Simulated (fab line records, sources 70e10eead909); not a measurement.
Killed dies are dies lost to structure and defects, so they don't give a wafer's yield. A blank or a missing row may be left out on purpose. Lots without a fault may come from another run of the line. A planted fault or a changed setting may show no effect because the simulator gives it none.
fab line records | flow nand_harc
record lots=6 wafers=18 last_day=33
route steps=1302 shown A_M1@1171 END@1302
lots that met no fault: from a run of the same line without faults
start_h: hours from the record's first day to the start of the lot's first wafer shown | wait_h: hours since the lot's step before | " the same as in the row above | L1.1+2: a row that stands for several wafers | - no value, or no start given | * or withheld: withheld | < > ~ a bound
route shown NAME@n: a module of which the file shows steps, and the number in the route of the first | usual: mean/standard deviation of fault-free wafers | same: alike in all rows | chamber/n: place in a boat | sites: the reading at each site | _std_site: their standard deviation | _edge_site: outer sites' mean less inner sites' | radius_mm: how far each site lies from the wafer's centre | mask NAME#n: copy n | behind: the tool/chamber that last shaped the wafer | hold: why the lot was held/for how many hours/how that ended | device: the transistor (n, p or np) that didn't switch | end of line: the same wafers' tests at the end of the route | a step without rows: its recipe alone | killed: dies lost to structure and defects at the first sort, not the wafer's yield | map: a wafer's dies, x killed, . not, _ none there
set.NAME: the setting as run; set.NAME@STEP: as run at that earlier step | model.NAME: the simulator's own value behind a step, which no gauge read
lots at some steps of the route; a table a step, a row a wafer
services: from which hour (start_h, from the record's first day; less than 0 if before it) a tool's chamber was out of use, for how many hours, and why
## steps
# step NHARC_A_M1_HMDS_02
# recipe time_s=30
# step NHARC_A_M1_COAT_34
# recipe temp_c=200 time_s=65
# step NHARC_A_M1_COAT_03
# recipe spin_rpm=1500 resist_thk_nm=90
# step NHARC_A_M1_SOFTBAKE_04
# recipe temp_c=105 time_s=55
# step NHARC_A_M1_EBR_05
# step NHARC_A_M1_EXPOSE_06
# recipe na=1.35 target_cd_nm=120 dose_mj=75.13 mask_id=A_M1
# step NHARC_A_M1_PEB_07
# recipe peb_temp_c=100 peb_time_s=65
# step NHARC_A_M1_DEVELOP_08
# recipe develop_time_s=35 dev_temp_c=23
# step NHARC_A_M1_CD_MEAS_09
# recipe target_cd_nm=120 landing_energy_ev=500
# usual cd_nm=120.3/0.65
# columns lot.wafer tool chamber start_h wait_h cd_nm
L167.2 cd_sem-02 0 583.71 - 120.0
L167.4 " 0 " " 120.2
L167.6 " 0 " " 120.1
L172.1 cd_sem-03 0 639.62 - 120.1
L172.3 " 0 " " 120.4
L172.4 " 0 " " 120.0
L180.3 cd_sem-01 0 710.53 - 120.2
L180.5 " 0 " " 120.7
L180.6 " 0 " " 120.3
L179.1 cd_sem-02 0 710.81 - 120.2
L179.2 " 0 " " 120.1
L179.4 " 0 " " 119.7
L183.3 cd_sem-03 0 733.01 - 120.0
L183.4 " 0 " " 120.3
L183.5 " 0 " " 120.8
L184.3 cd_sem-02 0 750.00 - 120.1
L184.4 " 0 " " 120.2
L184.6 " 0 " " 119.9
# step NHARC_A_M1_OVL_MEAS_10
# recipe pitch_nm=240
# usual overlay_x_nm=-0.2/0.76 overlay_y_nm=-0.2/0.74
# columns lot.wafer tool chamber start_h wait_h overlay_x_nm overlay_y_nm
L167.2 overlay-01 - 583.80 - -0.9 0.3
L167.4 " - " " -0.5 0.1
L167.6 " - " " -0.8 0.3
L172.1 overlay-02 - 639.71 - 0.1 -0.4
L172.3 " - " " -0.2 -0.4
L172.4 " - " " 0.9 0.1
L180.3 overlay-01 - 710.61 - 0.0 0.9
L180.5 " - " " 0.3 0.8
L180.6 " - " " -0.5 1.3
L179.1 overlay-02 - 710.89 - -0.2 0.8
L179.2 " - " " 0.3 0.8
L179.4 " - " " 0.0 1.0
L183.3 overlay-01 - 733.09 - -0.4 0.8
L183.4 " - " " -0.7 1.0
L183.5 " - " " -1.1 0.7
L184.3 overlay-02 - 750.09 - -1.3 -0.8
L184.4 " - " " -2.1 -1.5
L184.6 " - " " -1.3 -1.0
# step NHARC_A_M1_INSPECT_11
# usual raw_defect_count=89/37
# columns lot.wafer tool chamber start_h wait_h raw_defect_count
L167.2 defect_inspect-02 - 583.83 0.0 137
L167.4 " - " " 124
L167.6 " - " " 105
L172.1 defect_inspect-01 - 639.75 0.0 83
L172.3 " - " " 83
L172.4 " - " " 89
L180.3 defect_inspect-02 - 710.65 0.0 32
L180.5 " - " " 29
L180.6 " - " " 29
L179.1 defect_inspect-02 - 710.93 0.0 150
L179.2 " - " " 134
L179.4 " - " " 133
L183.3 defect_inspect-02 - 733.13 0.0 57
L183.4 " - " " 45
L183.5 " - " " 66
L184.3 defect_inspect-01 - 750.12 0.0 125
L184.4 " - " " 124
L184.6 " - " " 113
# step NHARC_A_M1_DESCUM_14
# recipe time_s=3 o2_flow_sccm=200 ar_flow_sccm=0 bias_power_w=0 chemistry=O2
# usual chamber_pressure_mTorr=60.00/0.053 drypump_motor_current_A=5.69/0.25 oes_product_au=1.003/0.0099 rf_vpp_V=57.6/0.88 showerhead_plenum_p_Torr=1.86/0.07 throttle_valve_pct=11.310/0.0081
# columns lot.wafer tool chamber start_h wait_h chamber_pressure_mTorr drypump_motor_current_A oes_product_au rf_hours_counter_h rf_vpp_V showerhead_plenum_p_Torr throttle_valve_pct
L167.2 rie_diel-06 0 583.89 0.1 59.99 5.92 1.015 5 56.5 1.80 11.323
L167.4 " 1 " " 59.89 5.73 0.998 4 58.5 1.78 11.315
L167.6 " 1 " " 60.02 5.73 0.996 - 59.1 1.78 11.303
L172.4 rie_diel-02 0 639.81 0.1 59.98 5.79 1.003 2 57.7 1.88 11.318
L172.3 " 2 " " 59.98 6.24 1.016 2 57.9 1.82 11.316
L172.1 " 3 " " 60.07 5.57 1.011 2 58.0 1.82 11.309
L180.3 rie_diel-06 2 710.73 0.1 59.91 5.81 1.009 1 57.7 1.80 11.319
L180.6 " 3 " " 60.05 5.45 1.014 - 56.8 1.79 11.303
L180.5 " 0 " " 60.08 5.88 1.019 - 58.1 1.80 11.309
L179.4 rie_diel-06 0 710.99 0.1 59.98 5.90 1.017 1 57.0 1.80 11.320
L179.1 " 1 " " 60.04 5.75 1.007 1 56.2 1.78 11.304
L179.2 " 3 " " 59.95 5.49 1.002 1 57.6 1.79 11.306
L183.3 rie_diel-04 2 733.20 0.1 59.97 5.19 1.006 0 57.4 1.88 11.292
L183.4 " 1 " " 59.96 5.52 1.018 - 57.2 1.89 11.300
L183.5 " 2 " " 60.05 5.20 1.003 - 57.6 1.88 11.299
L184.4 rie_diel-04 0 750.20 0.1 59.99 5.71 1.004 1 57.8 1.80 11.320
L184.3 " 1 " " 59.93 5.55 1.012 1 57.5 1.89 11.308
L184.6 " 2 " " 59.93 5.19 0.994 - 57.4 1.88 11.313
# step NHARC_A_M1_ETCH_35
# recipe target_depth_a=400 overetch_a=120 time_s=43.94 ion_energy_ev=200 n2_flow_sccm=150 h2_flow_sccm=150 ar_flow_sccm=0 rf_w=400 bias_w=150 chemistry=N2/H2
# usual chamber_pressure_mTorr=30.000/0.028 drypump_motor_current_A=5.69/0.24 oes_product_au=1.001/0.0097 rf_fwd_power_W=395.0/1.5 rf_vpp_V=428.5/2.1 showerhead_plenum_p_Torr=1.97/0.07 throttle_valve_pct=14.172/0.0085
# columns lot.wafer tool chamber start_h wait_h chamber_pressure_mTorr drypump_motor_current_A oes_product_au rf_fwd_power_W rf_hours_counter_h rf_vpp_V showerhead_plenum_p_Torr throttle_valve_pct
L167.4 rie_diel-06 0 583.98 0.1 30.018 5.85 1.027 393.3 5 425.7 1.92 14.170
L167.2 " 3 " " 30.003 5.46 0.996 393.2 6 426.4 1.91 14.170
L167.6 " 1 " " 29.991 5.74 1.009 393.0 - 424.8 1.89 14.167
L172.3 rie_diel-02 0 639.90 0.1 30.030 5.74 1.009 396.5 2 428.1 2.00 14.169
L172.4 " 1 " " 29.954 5.61 0.994 397.2 2 428.2 1.98 14.187
L172.1 " 2 " " 30.027 6.24 0.993 395.0 2 426.9 1.94 14.173
L180.3 rie_diel-06 0 710.80 0.1 30.044 5.90 1.017 394.8 1 427.6 1.91 14.155
L180.5 " 2 " " 29.993 5.86 0.856 394.0 - 427.0 1.92 14.159
L180.6 " 3 " " 29.960 5.47 1.009 394.8 - 426.2 1.91 14.166
L179.1 rie_diel-06 1 711.08 0.1 29.977 5.75 0.997 390.7 1 426.3 1.89 14.172
L179.2 " 2 " " 30.031 5.82 0.866 395.7 1 425.9 1.92 14.180
L179.4 " 3 " " 30.068 5.49 1.004 394.7 1 426.8 1.91 14.165
L183.3 rie_diel-04 1 733.29 0.1 30.039 5.59 1.013 393.8 0 430.9 2.01 14.171
L183.4 " 1 " " 30.025 5.58 1.016 393.8 - 430.0 2.01 14.169
L183.5 " 0 " " 30.000 5.72 1.020 395.3 - 425.5 1.91 14.176
L184.4 rie_diel-04 3 750.27 0.1 30.005 6.09 1.004 396.5 1 433.7 2.20 14.173
L184.3 " 1 " " 30.012 5.54 0.996 393.9 1 428.7 2.01 14.178
L184.6 " 0 " " 30.015 5.69 1.010 394.9 - 428.4 1.91 14.182
# step NHARC_A_M1_ETCH_15
# recipe target_depth_a=1825 time_s=91.2 c4f8_flow_sccm=withheld ar_flow_sccm=400 rf_w=600 bias_w=300 chemistry=C4F8/Ar
# usual chamber_pressure_mTorr=25.005/0.029 oes_product_au=0.952/0.024 rf_fwd_power_W=595.4/1.9 rf_vpp_V=439.0/2.3
# columns lot.wafer tool chamber start_h wait_h chamber_pressure_mTorr oes_product_au rf_fwd_power_W rf_hours_counter_h rf_vpp_V
L167.2 rie_diel-06 3 - - 24.986 0.914 593.9 6 437.4
L167.4 " 0 " " 24.989 0.940 593.8 5 437.4
L167.6 " 3 " " 25.016 0.929 595.9 - 437.2
L172.1 rie_diel-02 3 - - 25.016 0.932 600.4 2 436.3
L172.3 " 0 " " 25.019 0.930 595.5 2 439.2
L172.4 " 1 " " 25.021 0.915 596.3 2 439.6
L180.3 rie_diel-06 3 - - 24.973 0.977 597.1 1 436.5
L180.5 " 1 " " 25.007 0.976 594.6 - 436.8
L180.6 " 2 " " 25.216 0.982 593.3 - 435.7
L179.2 rie_diel-06 1 - - 24.975 0.959 595.2 1 436.5
L179.4 " 2 " " 25.024 0.983 597.1 1 437.2
L179.1 " 0 " " 24.992 0.976 594.1 1 437.3
L183.3 rie_diel-04 1 - - 25.018 0.960 596.5 0 439.3
L183.5 " 0 " " 24.971 0.965 594.9 - 436.7
L183.4 " 1 " " 24.979 0.968 594.3 - 440.5
L184.4 rie_diel-04 0 - - 25.010 0.980 595.1 1 438.1
L184.3 " 3 " " 24.986 0.970 598.2 1 447.9
L184.6 " 1 " " 25.039 0.979 594.7 - 441.3
# step NHARC_END_SORT_01
# recipe temp_c=25
# usual defect_limited_yield=90.5/2.8 killed_at_array=59/19 killed_at_other=1.0/1.1 killed_at_periphery=3.8/2.4 killed_dies=64/19 killed_open=3.3/2 killed_short=2.4/1.6
# same gross_dies=677
# columns lot.wafer tool chamber start_h wait_h defect_limited_yield[%] killed_at_array killed_at_other killed_at_periphery killed_dies killed_open killed_short
L167.2 prober-01 0 619.84 2.8 88.3 76 2 1 79 2 0
L167.4 prober-01 0 621.43 3.4 89.5 62 1 8 71 3 4
L167.6 prober-01 0 623.03 4.0 87.3 79 2 5 86 3 5
L172.1 prober-02 0 677.64 2.5 90.8 59 2 1 62 4 1
L172.3 prober-02 0 679.20 3.1 90.3 59 1 6 66 2 2
L172.4 prober-02 0 679.98 3.3 90.3 62 1 3 66 0 2
L179.1 prober-01 0 745.44 2.5 89.4 72 0 0 72 2 4
L179.2 prober-01 0 746.25 2.8 88.8 75 0 1 76 1 4
L179.4 prober-01 0 747.87 3.4 90.5 64 0 0 64 1 0
L180.3 prober-02 0 747.04 3.1 93.9 35 0 6 41 5 5
L180.5 prober-02 0 748.65 3.7 94.1 37 0 3 40 5 8
L180.6 prober-02 0 749.45 4.0 95.7 27 2 0 29 3 2
L183.3 prober-01 0 773.05 3.1 92.5 44 3 4 51 4 2
L183.4 prober-01 0 773.85 3.4 94.7 31 2 3 36 1 1
L183.5 prober-01 0 774.64 3.7 91.4 48 4 6 58 3 1
L184.3 prober-01 0 788.33 3.1 88.8 69 4 3 76 2 2
L184.4 prober-01 0 789.14 3.4 90.5 60 2 2 64 1 1
L184.6 prober-01 0 790.76 4.1 88.0 73 2 6 81 6 3
# killed by level:class
L167.2 A_CHANNEL_HOLE_D1:chamber_film_flake=35 A_CHANNEL_HOLE_D2:chamber_film_flake=31 A_CONTACT:chamber_film_flake=4 A_DECK1_JOINT:geometric_particle:open=2 THIN_TSV:chamber_film_flake=2 A_CHANNEL_FILL_D2:chamber_film_flake=2 P_GATE:chamber_film_flake=1 A_ZERO_WELL:chamber_film_flake=1
L167.4 A_CHANNEL_HOLE_D1:chamber_film_flake=25 A_CHANNEL_HOLE_D2:chamber_film_flake=20 P_GATE:chamber_film_flake=7 A_STAIRCASE:chamber_film_flake=3 A_DECK1_JOINT:chamber_film_flake=2 A_CHANNEL_FILL_D2:chamber_film_flake=2 A_CONTACT:chamber_film_flake=2 A_ONON_D1:geometric_particle:short=1
L167.6 A_CHANNEL_HOLE_D1:chamber_film_flake=32 A_CHANNEL_HOLE_D2:chamber_film_flake=29 A_STAIRCASE:chamber_film_flake=5 P_GATE:chamber_film_flake=4 A_CONTACT:chamber_film_flake=4 P_CONTACT:geometric_particle:short=1 A_ONON_D1:geometric_particle:open=1 A_DECK1_JOINT:geometric_particle:open=1
L172.1 A_CHANNEL_HOLE_D1:chamber_film_flake=41 A_CONTACT:chamber_film_flake=5 A_SLIT:chamber_film_flake=3 A_CHANNEL_FILL_D1:geometric_particle:open=2 A_CHANNEL_HOLE_D2:chamber_film_flake=2 A_STAIRCASE:chamber_film_flake=2 THIN_TSV:chamber_film_flake=2 A_ONON_D2:geometric_particle:open=1
L172.3 A_CHANNEL_HOLE_D1:chamber_film_flake=41 A_SLIT:chamber_film_flake=5 A_STAIRCASE:chamber_film_flake=4 A_CHANNEL_HOLE_D2:chamber_film_flake=3 P_GATE:geometric_particle:open=2 A_CHANNEL_FILL_D1:chamber_film_flake=2 A_CONTACT:chamber_film_flake=2 P_M0:geometric_particle:short=1
L172.4 A_CHANNEL_HOLE_D1:chamber_film_flake=43 A_CHANNEL_HOLE_D2:chamber_film_flake=5 A_CONTACT:chamber_film_flake=5 A_SLIT:chamber_film_flake=4 P_CONTACT:chamber_film_flake=2 A_CHANNEL_FILL_D1:chamber_film_flake=2 A_STAIRCASE:chamber_film_flake=2 A_WL_FILL:geometric_particle:short=1
L179.1 A_SLIT:chamber_film_flake=29 A_CHANNEL_HOLE_D1:chamber_film_flake=17 A_CHANNEL_HOLE_D2:chamber_film_flake=8 A_CONTACT:chamber_film_flake=4 A_DECK1_JOINT:chamber_film_flake=3 A_WL_FILL:geometric_particle:short=2 A_M1:geometric_particle:open=2 A_CHANNEL_FILL_D1:chamber_film_flake=2
L179.2 A_CHANNEL_HOLE_D1:chamber_film_flake=29 A_SLIT:chamber_film_flake=23 A_CHANNEL_HOLE_D2:chamber_film_flake=9 A_CONTACT:chamber_film_flake=5 A_STAIRCASE:chamber_film_flake=3 A_ONON_D2:geometric_particle:short=2 A_ONON_D1:geometric_particle:short=1 A_WL_FILL:geometric_particle:short=1
L180.3 A_CHANNEL_HOLE_D1:chamber_film_flake=13 A_CONTACT:chamber_film_flake=6 A_SLIT:chamber_film_flake=5 P_GATE:chamber_film_flake=2 P_M0:geometric_particle:short=1 P_M1:geometric_particle:open=1 A_ONON_D1:geometric_particle:short=1 A_ONON_D1:geometric_particle:open=1
L179.4 A_SLIT:chamber_film_flake=25 A_CHANNEL_HOLE_D1:chamber_film_flake=19 A_CHANNEL_HOLE_D2:chamber_film_flake=12 A_CONTACT:chamber_film_flake=5 A_M0:geometric_particle:open=1 A_WL_FILL:chamber_film_flake=1 A_BONDPAD:chamber_film_flake=1
L180.5 A_CHANNEL_HOLE_D1:chamber_film_flake=12 A_CONTACT:chamber_film_flake=5 A_SLIT:chamber_film_flake=3 A_CHANNEL_FILL_D2:geometric_particle:short=2 A_M0:geometric_particle:short=2 A_DECK1_JOINT:chamber_film_flake=2 A_BLC:chamber_film_flake=2 P_M0:geometric_particle:short=1
L180.6 A_SLIT:chamber_film_flake=7 A_CHANNEL_HOLE_D1:chamber_film_flake=5 A_DECK1_JOINT:chamber_film_flake=3 A_CHANNEL_HOLE_D1:geometric_particle:short=2 A_WL_FILL:chamber_film_flake=2 A_CONTACT:chamber_film_flake=2 THIN_TSV:chamber_film_flake=2 A_CHANNEL_HOLE_D1:geometric_particle:open=1
L183.3 A_SLIT:chamber_film_flake=31 A_CONTACT:chamber_film_flake=5 THIN_TSV:chamber_film_flake=3 P_CONTACT:geometric_particle:open=2 A_ONON_D2:geometric_particle:short=2 A_M0:geometric_particle:open=2 P_GATE:chamber_film_flake=2 A_CHANNEL_HOLE_D1:chamber_film_flake=1
L183.4 A_SLIT:chamber_film_flake=22 A_M1:chamber_film_flake=3 P_GATE:chamber_film_flake=2 A_CONTACT:chamber_film_flake=2 THIN_TSV:chamber_film_flake=2 A_ONON_D1:geometric_particle:open=1 A_CHANNEL_HOLE_D2:geometric_particle:short=1 P_STI:chamber_film_flake=1
L183.5 A_SLIT:chamber_film_flake=30 A_CONTACT:chamber_film_flake=7 THIN_TSV:chamber_film_flake=4 P_GATE:chamber_film_flake=3 P_ZERO_WELL:chamber_film_flake=2 A_CHANNEL_HOLE_D2:chamber_film_flake=2 A_STAIRCASE:chamber_film_flake=2 A_M1:chamber_film_flake=2
L184.3 A_SLIT:chamber_film_flake=21 A_CHANNEL_HOLE_D2:chamber_film_flake=18 A_CONTACT:chamber_film_flake=12 A_STAIRCASE:chamber_film_flake=7 THIN_TSV:chamber_film_flake=4 A_CONTACT:geometric_particle:open=2 P_STI:chamber_film_flake=2 A_CHANNEL_FILL_D1:chamber_film_flake=2
L184.4 A_CHANNEL_HOLE_D2:chamber_film_flake=19 A_SLIT:chamber_film_flake=19 A_CONTACT:chamber_film_flake=10 A_STAIRCASE:chamber_film_flake=7 P_GATE:chamber_film_flake=2 THIN_TSV:chamber_film_flake=2 A_CHANNEL_FILL_D2:chamber_film_flake=2 A_CHANNEL_HOLE_D2:geometric_particle:open=1
L184.6 A_SLIT:chamber_film_flake=24 A_CHANNEL_HOLE_D2:chamber_film_flake=21 A_CONTACT:chamber_film_flake=15 A_STAIRCASE:chamber_film_flake=3 P_M0:geometric_particle:open=2 P_GATE:chamber_film_flake=2 A_CHANNEL_FILL_D2:chamber_film_flake=2 A_M0:chamber_film_flake=2
## services
# columns tool chamber start_h hours kind
rie_diel-04 1 560.82 37.2 repair
rie_diel-06 0 566.71 - clean
rie_diel-06 1 566.71 - clean
rie_diel-06 2 566.71 - clean
rie_diel-06 3 566.71 - clean
rie_diel-02 - 570.77 9.0 pm
rie_diel-06 0 591.21 - clean
rie_diel-06 1 591.21 - clean
rie_diel-06 2 591.21 - clean
rie_diel-06 3 591.21 - clean
rie_diel-06 0 615.71 - clean
rie_diel-06 1 615.71 - clean
rie_diel-06 2 615.71 - clean
rie_diel-06 3 615.71 - clean
rie_diel-06 0 640.21 - clean
rie_diel-06 1 640.21 - clean
rie_diel-06 2 640.21 - clean
rie_diel-06 3 640.21 - clean
rie_diel-06 - 661.85 9.0 pm
rie_diel-04 - 709.00 9.0 pm
rie_diel-02 0 720.24 3.3 repair
rie_diel-04 3 728.63 10.8 repair
rie_diel-02 - 747.77 9.0 pm
rie_diel-06 0 749.27 29.6 repair
## key
first_sign step=NHARC_A_M1_ETCH_35 reading=oes_product_au direction=down sigmas=14 usual=1.001 struck=0.861
effect none on later readings
met_at NHARC_A_M1_ETCH_35
struck_wafers L179.2,L180.5
fault kind=process_parameter_drift tool=rie_diel-06 chamber=2 onset_h=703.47 steps=NHARC_A_M1_ETCH_35 channel=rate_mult offset=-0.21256 shape=step end_h=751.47
